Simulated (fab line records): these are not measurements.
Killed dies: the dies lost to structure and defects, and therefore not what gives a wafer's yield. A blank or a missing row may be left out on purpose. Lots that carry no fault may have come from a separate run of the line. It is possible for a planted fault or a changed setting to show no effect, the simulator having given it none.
Which of the tools did it?    flow n5 finfet    Sampling: 24 lots, 72 wafers, 3 of 1938 route steps

== WHAT EACH GAUGE READ, for each wafer ==
N5_BEOL_M10_THK_MEAS_01. Usual: M10_ILD_THK gives 268 nm (standard deviation 3.6).
lot   measured      on             M10_ILD_THK (nm)  flag
L074  day 9 19:06   film metro-01  271 270 272       
L075  day 10 00:57  film metro-01  266 270 269       
L076  day 10 01:44  film metro-01  267 268 269       
L078  day 10 06:13  film metro-01  269 268 268       
L077  day 10 09:44  film metro-01  261 267 266       
L079  day 11 04:05  film metro-02  272 276 275       
L080  day 11 15:55  film metro-02  266 274 269       
L083  day 12 04:13  film metro-01  263 273 271       
L084  day 12 05:10  film metro-01  264 262 270       
L081  day 12 05:18  film metro-01  266 267 275       
L082  day 12 07:45  film metro-01  265 273 268       
L087  day 12 09:02  film metro-01  267 268 270       
L085  day 12 09:31  film metro-01  267 273 269       
L086  day 12 12:32  film metro-02  263 260 265       
L089  day 13 21:08  film metro-01  269 269 274       
L090  day 13 20:35  film metro-01  264 268 269       
L088  day 13 22:03  film metro-02  265 266 267       
L091  day 14 08:16  film metro-02  263 264 267       
L092  day 14 08:34  film metro-02  267 269 268       
L093  day 14 17:00  film metro-01  262 264 267       
L095  day 15 00:26  film metro-01  266 267 268       
L094  day 15 05:18  film metro-02  272 269 276       
L097  day 15 13:31  film metro-01  262 261 265       
L096  day 16 08:11  film metro-01  269 274 274       

== WHAT TOOL EACH LOT RAN ON (gives the tool, then ch and the chambers of the sampled wafers, and finally the start) ==
lot   N5_BEOL_M9_CURE_72             N5_BEOL_M9_DEGAS_44
L074  uv cure-01 ch 2, day 9 15:56   pvd sputter-01, day 9 16:16
L075  uv cure-01 ch 2, day 9 21:50   pvd sputter-03, day 9 22:42
L076  uv cure-03 ch 2, day 9 22:24   pvd sputter-01, day 9 22:57
L078  uv cure-01 ch 2, day 10 02:13  pvd sputter-01, day 10 02:55
L077  uv cure-02 ch 0, day 10 06:25  pvd sputter-03, day 10 07:29
L079  uv cure-01 ch 0, day 10 21:05  pvd sputter-02, day 10 21:22
L080  uv cure-01 ch 1, day 11 12:46  pvd sputter-01, day 11 13:32
L083  uv cure-02 ch 1, day 12 00:11  pvd sputter-01, day 12 00:31
L084  uv cure-02 ch 2, day 12 02:16  pvd sputter-03, day 12 02:38
L081  uv cure-02 ch 2, day 12 02:31  pvd sputter-02, day 12 02:50
L082  uv cure-02 ch 0, day 12 03:25  pvd sputter-01, day 12 03:50
L087  uv cure-02 ch 0, day 12 06:14  pvd sputter-03, day 12 06:40
L085  uv cure-02 ch 2, day 12 06:32  pvd sputter-03, day 12 06:51
L086  uv cure-01 ch 0, day 12 08:24  pvd sputter-02, day 12 08:43
L089  uv cure-02 ch 2, day 13 17:12  pvd sputter-03, day 13 17:46
L090  uv cure-01 ch 1, day 13 17:16  pvd sputter-03, day 13 17:41
L088  uv cure-03 ch 2, day 13 17:52  pvd sputter-01, day 13 18:22
L091  uv cure-01 ch 2, day 14 04:08  pvd sputter-03, day 14 06:02
L092  uv cure-03 ch 2, day 14 04:25  pvd sputter-03, day 14 06:07
L093  uv cure-02 ch 2, day 14 14:21  pvd sputter-02, day 14 14:42
L095  uv cure-01 ch 2, day 14 21:54  pvd sputter-01, day 14 22:10
L094  uv cure-01 ch 0, day 15 01:20  pvd sputter-03, day 15 01:40
L097  uv cure-01 ch 1, day 15 10:17  pvd sputter-01, day 15 10:58
L096  uv cure-03 ch 2, day 16 05:04  pvd sputter-01, day 16 05:35
- N5_BEOL_M9_CURE_72: cures SiCOH lowk, time 120 s.
- N5_BEOL_M9_DEGAS_44: time 60 s.

== AS READ BY THE TOOLS THEMSELVES (means over the sampled wafers that have a number; for cases with no such wafer, the mark the record gives instead) ==
N5_BEOL_M9_CURE_72. Usual: lamp power pct 52.32 %, standard deviation 0.05; wafer_temp_C_max 371.8, standard deviation 0.6.
lot   tool        lamp power pct (%)  wafer_temp_C_max  flag
L074  uv cure-01  52.31               371.9             
L075  uv cure-01  52.30               372.3             
L076  uv cure-03  52.36               372.2             
L078  uv cure-01  52.35               372.0             
L077  uv cure-02  52.33               371.9             
L079  uv cure-01  52.38               371.5             
L080  uv cure-01  52.34               372.3             
L083  uv cure-02  52.33               371.9             
L084  uv cure-02  52.36               370.9             
L081  uv cure-02  52.32               371.2             
L082  uv cure-02  52.33               372.5             
L087  uv cure-02  52.36               372.1             
L085  uv cure-02  52.27               371.1             
L086  uv cure-01  52.28               371.4             
L089  uv cure-02  52.33               371.0             
L090  uv cure-01  52.39               372.3             
L088  uv cure-03  52.32               372.4             
L091  uv cure-01  52.27               372.0             
L092  uv cure-03  52.33               372.0             
L093  uv cure-02  52.32               371.0             
L095  uv cure-01  52.30               372.2             
L094  uv cure-01  52.30               371.2             
L097  uv cure-01  52.33               371.6             
L096  uv cure-03  52.29               371.8             

N5_BEOL_M9_DEGAS_44. Usual: heater power w 334 W, standard deviation 34; susceptor temp C 250.04 C, standard deviation 0.16.
lot   tool            heater power w (W)  susceptor temp C (C)  flag
L074  pvd sputter-01  351                 250.01                
L075  pvd sputter-03  312                 250.07                
L076  pvd sputter-01  338                 250.19                
L078  pvd sputter-01  344                 249.99                
L077  pvd sputter-03  349                 250.09                
L079  pvd sputter-02  317                 249.92                
L080  pvd sputter-01  356                 250.01                
L083  pvd sputter-01  360                 249.96                
L084  pvd sputter-03  326                 250.06                
L081  pvd sputter-02  345                 249.92                
L082  pvd sputter-01  331                 249.88                
L087  pvd sputter-03  340                 250.08                
L085  pvd sputter-03  349                 250.20                
L086  pvd sputter-02  316                 250.13                
L089  pvd sputter-03  351                 250.05                
L090  pvd sputter-03  318                 249.97                
L088  pvd sputter-01  353                 249.98                
L091  pvd sputter-03  343                 250.00                
L092  pvd sputter-03  345                 250.09                
L093  pvd sputter-02  317                 249.91                
L095  pvd sputter-01  378                 250.10                
L094  pvd sputter-03  317                 250.01                
L097  pvd sputter-01  336                 250.07                
L096  pvd sputter-01  341                 249.96                

== THE ANSWER, worked out from the rows above alone ==
Rule: lot off if the mean of its wafers having a number is beyond 3 standard deviations from the usual mean. A lot without any number at a reading at which 4 lots or more have one is off too. Where the step has rows for the other lots, those lots are counted as sound. After the gauges, taken in route order, come the tools' own readings; for these a lot's mean is taken, as printed above. At the first step where some lot is off, the reading lying furthest off is the one used; lots without a number count as furthest.
Across all readings shown, no lot is off: no conclusion can be drawn from this.

== WHAT THE SIMULATOR HAD PUT IN ==
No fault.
